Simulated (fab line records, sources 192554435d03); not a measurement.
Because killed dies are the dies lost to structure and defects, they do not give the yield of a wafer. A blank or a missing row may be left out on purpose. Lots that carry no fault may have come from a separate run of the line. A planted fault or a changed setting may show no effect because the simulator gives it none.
fab line records ; flow n5_finfet ; part 2 of 2: steps 14 to 24 of 24
[record] lots = 5; wafers = 15; last_day = 18
route steps=1938 shown BEOL_M4@1058
lots with no fault: from the same line, run without faults
start_h: the number of hours between the record's first day and the start of the first shown wafer of the lot ; wait_h: time in hours since the lot's previous step ; " the same as in the row above ; L1.1+2: a single row standing in for several wafers ; - no value, or no start was given ; * or withheld: withheld ; < > ~ a bound
route shown NAME@n: NAME is a module with steps in the file, n the number in the route of the first one ; usual: average and standard deviation across the fault-free wafers ; same: alike in all rows ; chamber/n: place in a boat ; sites: per-site readings ; _std_site: how widely they spread, as a standard deviation ; _edge_site: the outer-site mean with the inner-site mean subtracted ; radius_mm: for every site, how far away it sits from the centre of the wafer ; mask NAME#n: copy n ; behind: tool/chamber where the wafer was last shaped ; hold: reason for holding the lot/hours on hold/outcome of the hold ; device: which transistor (n, p or np) failed to switch ; end of line: tests run on the same wafers once the route is complete ; a step without rows: its recipe alone ; killed: not the wafer's yield, but the dies lost to structure and defects at the first sort ; map: the dies of a wafer, with x for killed, . for not killed, _ for no die there
set.NAME: the run value of the setting; set.NAME@STEP: its run value at that earlier step ; model.NAME: the simulator's own value behind a step, which no gauge read
a table for each step, a row for each wafer; lots at some steps of the route
services: when a tool's chamber went out of use (start_h, in hours from the record's first day, below 0 if earlier), for how many hours, and the reason
[[steps]]
[step N5_BEOL_M4_ETCH_41]
[recipe] chemistry = CH3F/O2; target = SiCN; target_depth_a = 299; taper_deg = 2; time_s = 52.5; ion_energy_ev = 120; mask_material = TiN; pressure_mtorr = 30; source_w = 395; bias_w = 75; Ar_flow_sccm = 150; CH3F_flow_sccm = 30; O2_flow_sccm = 20
[usual] chamber_pressure_mTorr = 30.00/0.03; drypump_motor_current_A = 5.5/0.58; oes_product_au = 0.77/0.077; rf_vpp_V = 297.4/1.3; showerhead_plenum_p_Torr = 2.00/0.055; throttle_valve_pct = 16.25/0.19
lot.wafer;tool;chamber;start_h;wait_h;chamber_pressure_mTorr;drypump_motor_current_A;oes_product_au;rf_hours_counter_h;rf_vpp_V;showerhead_plenum_p_Torr;throttle_valve_pct
L077.1;rie_diel-06;0;-;-;30.01;4.8;0.85;58;297.3;1.93;16.05
L077.4;rie_diel-06;2;-;-;30.04;6.4;0.90;34;299.9;2.12;16.06
L077.6;rie_diel-06;1;-;-;30.00;5.6;0.67;-;298.5;2.06;16.81
L082.4;rie_diel-06;3;-;-;30.01;5.7;0.93;-;297.8;1.96;15.81
L082.5;rie_diel-06;0;-;-;29.99;4.8;0.85;-;296.4;1.93;16.06
L082.6;rie_diel-06;2;-;-;30.03;6.4;0.88;-;299.3;2.12;16.08
L085.1;rie_diel-06;1;-;-;30.04;5.6;0.96;0;297.9;2.05;16.20
L085.2;rie_diel-06;2;-;-;29.96;6.4;0.88;48;300.0;2.11;16.08
L085.3;rie_diel-06;3;-;-;29.99;5.7;0.93;16;296.8;1.96;15.84
L095.2;rie_diel-02;0;-;-;30.01;5.5;0.75;177;297.0;1.99;16.28
L095.4;rie_diel-02;1;-;-;30.03;5.3;0.71;-;297.0;1.99;16.39
L095.6;rie_diel-02;2;-;-;30.02;4.7;0.73;-;299.9;2.07;16.09
L097.3;rie_diel-02;1;-;-;30.04;5.3;0.71;218;298.2;1.99;16.40
L097.5;rie_diel-02;0;-;-;29.98;5.5;0.75;-;298.1;1.99;16.29
L097.6;rie_diel-02;2;-;-;29.97;4.7;0.74;-;298.8;2.07;16.10
[step N5_BEOL_M4_STRIP_97]
[recipe] chemistry = N2/H2; time_s = 10; power_w = 450; temp_c = 40; pressure_mtorr = 20; rf_frequency_hz = 6e+07; bias_power_w = 7; n2_flow_sccm = 200; h2_flow_sccm = 200
[usual] chamber_pressure_mTorr = 20.000/0.018; drypump_motor_current_A = 5.6/0.58; oes_product_au = 0.77/0.08; rf_vpp_V = 59.0/0.91; showerhead_plenum_p_Torr = 2.55/0.062; throttle_valve_pct = 23.5/0.37
lot.wafer;tool;chamber;start_h;wait_h;chamber_pressure_mTorr;drypump_motor_current_A;oes_product_au;rf_hours_counter_h;rf_vpp_V;showerhead_plenum_p_Torr;throttle_valve_pct
L077.1;rie_diel-06;0;-;-;19.967;4.9;0.85;58;60.0;2.50;24.1
L077.4;rie_diel-06;2;-;-;20.011;6.4;0.91;34;60.0;2.69;23.2
L077.6;rie_diel-06;1;-;-;20.010;5.5;0.67;-;59.4;2.57;23.6
L082.4;rie_diel-06;3;-;-;20.009;5.7;0.96;-;57.2;2.46;22.8
L082.5;rie_diel-06;0;-;-;19.980;4.8;0.85;-;58.3;2.49;24.1
L082.6;rie_diel-06;2;-;-;19.989;6.4;0.88;-;58.9;2.69;23.2
L085.1;rie_diel-06;1;-;-;20.013;5.6;0.97;0;58.9;2.57;22.9
L085.2;rie_diel-06;2;-;-;19.979;6.4;0.88;48;59.5;2.69;23.2
L085.3;rie_diel-06;3;-;-;20.004;5.7;0.94;16;59.2;2.46;22.8
L095.2;rie_diel-02;0;-;-;20.014;5.5;0.74;177;59.1;2.55;23.7
L095.4;rie_diel-02;1;-;-;19.974;5.3;0.71;-;60.4;2.51;23.5
L095.6;rie_diel-02;2;-;-;20.049;4.7;0.74;-;58.3;2.62;22.9
L097.3;rie_diel-02;1;-;-;19.996;5.3;0.70;218;58.3;2.51;23.5
L097.5;rie_diel-02;0;-;-;19.999;5.5;0.73;-;57.5;2.55;23.7
L097.6;rie_diel-02;2;-;-;19.998;4.7;0.74;-;59.8;2.62;22.9
[step N5_BEOL_M4_OCD_MEAS_38]
[usual] trench_depth_nm = 55.2/1.2
lot.wafer;tool;chamber;start_h;wait_h;trench_depth_nm
L077.1;ocd-01;-;200.78;-;55.6
L077.4;ocd-01;-;200.78;-;56.3
L077.6;ocd-01;-;200.78;-;53.3
L082.4;ocd-01;-;225.74;-;56.9
L082.5;ocd-01;-;225.74;-;56.4
L082.6;ocd-01;-;225.74;-;58.3
L085.1;ocd-01;-;230.28;-;55.0
L085.2;ocd-01;-;230.28;-;57.0
L085.3;ocd-01;-;230.28;-;55.6
L095.2;ocd-02;-;305.27;-;56.6
L095.4;ocd-02;-;305.27;-;54.9
L095.6;ocd-02;-;305.27;-;53.7
L097.3;ocd-01;-;308.47;-;54.4
L097.5;ocd-01;-;308.47;-;56.8
L097.6;ocd-01;-;308.47;-;53.5
[step N5_BEOL_M4_HM_STRIP_39]
[recipe] chemistry = peroxide_tin_strip; material = TiN; target_depth_a = 250; temp_c = 50; time_s = 158
lot.wafer;tool;chamber;start_h;wait_h
L077.1+4+6;wet_bench-03;1,2,3;200.81;0.0
L082.4+5+6;wet_bench-03;7,0,3;225.77;0.0
L085.1+2+3;wet_bench-04;3,4,1;230.34;0.1
L095.2+4+6;wet_bench-04;0,7,2;305.30;0.0
L097.3+5+6;wet_bench-04;3,0,7;308.52;0.0
[step N5_BEOL_M4_SRD_40]
[recipe] time_s = 30; temp_c = 23; rinse_liquid = diw; dry = ipa_marangoni
lot.wafer;tool;chamber;start_h;wait_h
L077.1+4+6;wet_bench-03;1,2,3;200.86;0.0
L082.4+5+6;wet_bench-03;7,0,3;225.81;0.0
L085.1+2+3;wet_bench-04;3,4,1;230.38;0.0
L095.2+4+6;wet_bench-04;0,7,2;305.35;0.0
L097.3+5+6;wet_bench-04;3,0,7;308.57;0.0
[step N5_BEOL_M4_PRECLEAN_42]
[recipe] chemistry = residue_remover; time_s = 60; temp_c = 40
lot.wafer;tool;chamber;start_h;wait_h
L077.1+4+6;wet_bench-03;1,2,3;200.88;0.0
L082.4+5+6;wet_bench-03;7,0,3;225.83;0.0
L085.1+2+3;wet_bench-04;3,4,1;230.40;0.0
L095.2+4+6;wet_bench-04;0,7,2;305.36;0.0
L097.3+5+6;wet_bench-04;3,0,7;308.58;0.0
[step N5_BEOL_M4_SRD_43]
[recipe] time_s = 30; temp_c = 23; rinse_liquid = diw; dry = ipa_marangoni
lot.wafer;tool;chamber;start_h;wait_h
L077.1+4+6;wet_bench-03;1,2,3;200.89;0.0
L082.4+5+6;wet_bench-03;7,0,3;225.85;0.0
L085.1+2+3;wet_bench-04;3,4,1;230.42;0.0
L095.2+4+6;wet_bench-04;0,7,2;305.38;0.0
L097.3+5+6;wet_bench-04;3,0,7;308.60;0.0
[step N5_BEOL_M4_CD_MEAS_35]
[recipe] target_cd_nm = 18; target_cd_y_nm = 22.4; polarity = opening
[usual] cd_nm = 18.2/0.4
lot.wafer;tool;chamber;start_h;wait_h;cd_nm
L077.1;cd_sem-03;-;200.93;0.0;18.1
L077.4;cd_sem-03;-;200.93;0.0;19.0
L077.6;cd_sem-03;-;200.93;0.0;17.9
L082.4;cd_sem-02;-;225.89;0.0;18.0
L082.5;cd_sem-02;-;225.89;0.0;17.6
L082.6;cd_sem-02;-;225.89;0.0;18.1
L085.1;cd_sem-01;-;230.46;0.0;18.5
L085.2;cd_sem-01;-;230.46;0.0;18.4
L085.3;cd_sem-01;-;230.46;0.0;17.9
L095.2;cd_sem-01;-;305.42;0.0;17.9
L095.4;cd_sem-01;-;305.42;0.0;18.9
L095.6;cd_sem-01;-;305.42;0.0;18.1
L097.3;cd_sem-02;-;308.64;0.0;18.2
L097.5;cd_sem-02;-;308.64;0.0;18.5
L097.6;cd_sem-02;-;308.64;0.0;17.3
[step N5_BEOL_M4_DEGAS_44]
[recipe] ambient = vacuum; temp_c = 250; time_s = 60
[usual] heater_power_w = 326/31
lot.wafer;tool;chamber;start_h;wait_h;heater_power_w
L077.1;pvd_sputter-02;-;201.12;0.2;358
L077.4;pvd_sputter-02;-;201.12;0.2;321
L077.6;pvd_sputter-02;-;201.12;0.2;282
L082.4;pvd_sputter-02;-;226.16;0.3;326
L082.5;pvd_sputter-02;-;226.16;0.3;319
L082.6;pvd_sputter-02;-;226.16;0.3;354
L085.1;pvd_sputter-03;-;230.50;0.0;321
L085.2;pvd_sputter-03;-;230.50;0.0;351
L085.3;pvd_sputter-03;-;230.50;0.0;355
L095.2;pvd_sputter-02;-;305.70;0.3;314
L095.4;pvd_sputter-02;-;305.70;0.3;319
L095.6;pvd_sputter-02;-;305.70;0.3;319
L097.3;pvd_sputter-02;-;308.86;0.2;309
L097.5;pvd_sputter-02;-;308.86;0.2;348
L097.6;pvd_sputter-02;-;308.86;0.2;314
[step N5_BEOL_M4_PRE_CLEAN_45]
[recipe] gas = H2/He; time_s = 30; temp_c = 250
[usual] heater_power_w = 326/32
lot.wafer;tool;chamber;start_h;wait_h;heater_power_w
L077.1;pvd_sputter-02;-;201.16;0.0;367
L077.4;pvd_sputter-02;-;201.16;0.0;314
L077.6;pvd_sputter-02;-;201.16;0.0;293
L082.4;pvd_sputter-02;-;226.20;0.0;320
L082.5;pvd_sputter-02;-;226.20;0.0;320
L082.6;pvd_sputter-02;-;226.20;0.0;361
L085.1;pvd_sputter-03;-;230.54;0.0;319
L085.2;pvd_sputter-03;-;230.54;0.0;359
L085.3;pvd_sputter-03;-;230.54;0.0;354
L095.2;pvd_sputter-02;-;305.74;0.0;312
L095.4;pvd_sputter-02;-;305.74;0.0;315
L095.6;pvd_sputter-02;-;305.74;0.0;317
L097.3;pvd_sputter-02;-;308.90;0.0;313
L097.5;pvd_sputter-02;-;308.90;0.0;356
L097.6;pvd_sputter-02;-;308.90;0.0;315
[step N5_BEOL_M4_ALD_84]
[recipe] material = TaN; target_thk_a = *; temp_c = 275; ald_precursor_family = PDMAT; ald_co_reactant = NH3; pressure_torr = 3; carrier_flow_sccm = 1500; pulse_time_s = 2; purge_time_s = 3; co_reactant_purge_time_s = 2; co_reactant_pulse_time_s = 3; ald_cycles = 30; precursor_vessel_temp_c = 75; precursor_vessel_pressure_torr = 26.25; precursor_vessel_carrier_sccm = 1000
[usual] heater_power_w = 418/43; precursor_vessel_pressure_torr = 26.25/0.048
[same] co_reactant_purge_time_s = 2
lot.wafer;tool;chamber;start_h;wait_h;heater_power_w;precursor_vessel_pressure_torr;since_wet_clean_h
L077.1;ald_metal-01;0;201.24;0.1;408;26.30;1403
L077.4;ald_metal-01;3;201.24;0.1;417;26.19;1403
L077.6;ald_metal-01;3;201.24;0.1;417;26.23;-
L082.4;ald_metal-04;0;226.33;0.1;392;26.19;2966
L082.5;ald_metal-04;1;226.33;0.1;438;26.27;-
L082.6;ald_metal-04;0;226.33;0.1;392;26.22;-
L085.1;ald_metal-04;1;230.77;0.2;428;26.26;2971
L085.2;ald_metal-04;2;230.77;0.2;415;26.24;2971
L085.3;ald_metal-04;3;230.77;0.2;530;26.28;2971
L095.2;ald_metal-04;0;305.88;0.1;391;26.23;3046
L095.4;ald_metal-04;2;305.88;0.1;431;26.26;3046
L095.6;ald_metal-04;3;305.88;0.1;526;26.28;-
L097.3;ald_metal-01;1;308.98;0.1;470;26.23;1510
L097.5;ald_metal-01;2;308.98;0.1;409;26.23;-
L097.6;ald_metal-01;3;308.98;0.1;412;26.25;-
[[services]]
tool;chamber;start_h;hours;kind
rie_diel-06;3;172.77;-;clean
rie_diel-06;3;172.77;-;consumable_replace:focus_ring
rie_diel-06;3;172.77;22.0;scheduled_down
rie_diel-06;3;172.77;22.0;vent_cycle
wet_bench-03;-;176.29;1.6;repair
rie_diel-05;-;198.73;14.6;pm
ald_sin-04;2;202.84;1.5;repair
rie_diel-06;1;206.72;-;clean
rie_diel-06;1;206.72;-;consumable_replace:focus_ring
ald_sin-04;3;216.15;3.2;repair
rie_diel-05;0;231.06;1.6;repair
rie_diel-06;-;236.71;0.9;repair
rie_diel-06;0;252.51;12.0;repair
ald_sin-01;1;258.05;2.6;repair
rie_diel-02;3;262.99;5.7;repair
ald_metal-04;3;266.68;12.9;repair
ald_sin-04;-;267.23;6.0;pm
ald_sin-01;-;268.28;14.0;pm
rie_diel-02;-;271.93;0.3;repair
ald_metal-04;2;283.63;8.0;repair
rie_diel-05;0;291.72;5.4;repair
rie_diel-06;0;295.00;3.9;repair
ald_sin-01;2;306.26;3.2;repair
ald_sin-01;-;306.32;0.4;repair
